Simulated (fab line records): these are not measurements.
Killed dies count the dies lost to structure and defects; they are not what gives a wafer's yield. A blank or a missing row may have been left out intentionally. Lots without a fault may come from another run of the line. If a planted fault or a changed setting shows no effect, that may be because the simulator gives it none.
Chamber matching || flow n5-finfet || ald-sin-02 running N5_GATE_CUT_SAC_CAP_01: 4 sister chambers
The step material SiNx, target thk 24 nm, pulse time 1 s, ald cycles 480. 4 wafers are shown with their chamber, then 7 later ones without.

== WAFERS WITH THEIR CHAMBER ==
{"wafer": "L638.6", "chamber": 0, "heater-power-w (W)": 823}
{"wafer": "L640.2", "chamber": 1, "heater-power-w (W)": 890}
{"wafer": "L641.1", "chamber": 3, "heater-power-w (W)": 879}
{"wafer": "L641.4", "chamber": 2, "heater-power-w (W)": 872}

== WAFERS WITHOUT THEIR CHAMBER ==
{"wafer": "L641.6", "heater-power-w (W)": 829}
{"wafer": "L650.1", "heater-power-w (W)": 891}
{"wafer": "L650.2", "heater-power-w (W)": 909}
{"wafer": "L650.6", "heater-power-w (W)": 880}
{"wafer": "L653.2", "heater-power-w (W)": 899}
{"wafer": "L653.3", "heater-power-w (W)": 884}
{"wafer": "L653.6", "heater-power-w (W)": 883}

== CHAMBER TAKEN BY EACH ==
{"wafer": "L641.6", "from the rows above": 0, "in truth": 0}
{"wafer": "L650.1", "from the rows above": "can't be placed: 1 or 3", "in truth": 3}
{"wafer": "L650.2", "from the rows above": "can't be placed: 1 or 3", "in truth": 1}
{"wafer": "L650.6", "from the rows above": "can't be placed: 3 or 2 or 1", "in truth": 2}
{"wafer": "L653.2", "from the rows above": "can't be placed: 1 or 3", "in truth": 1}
{"wafer": "L653.3", "from the rows above": "can't be placed: 3 or 1 or 2", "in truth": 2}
{"wafer": "L653.6", "from the rows above": "can't be placed: 3 or 1 or 2", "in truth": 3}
1 of 7 placed correctly. Not placeable from these rows: 6 (in 6, the candidates include the true chamber). Number placed wrongly: 0.
How it was worked out, from the rows above alone: a wafer's distance from a chamber is the root of the sum, over the readings, of the square of ((its reading less the chamber's mean) divided by the reading's scatter). If the next closest chamber is less than 2 further off than the closest, the wafer can't be placed; otherwise it belongs to the closest. For every chamber, the mean is computed from those of its wafers that are shown. The scatter: with one shown wafer a chamber, the root of the mean of the squares of how far each hidden wafer lies from its nearest shown one.
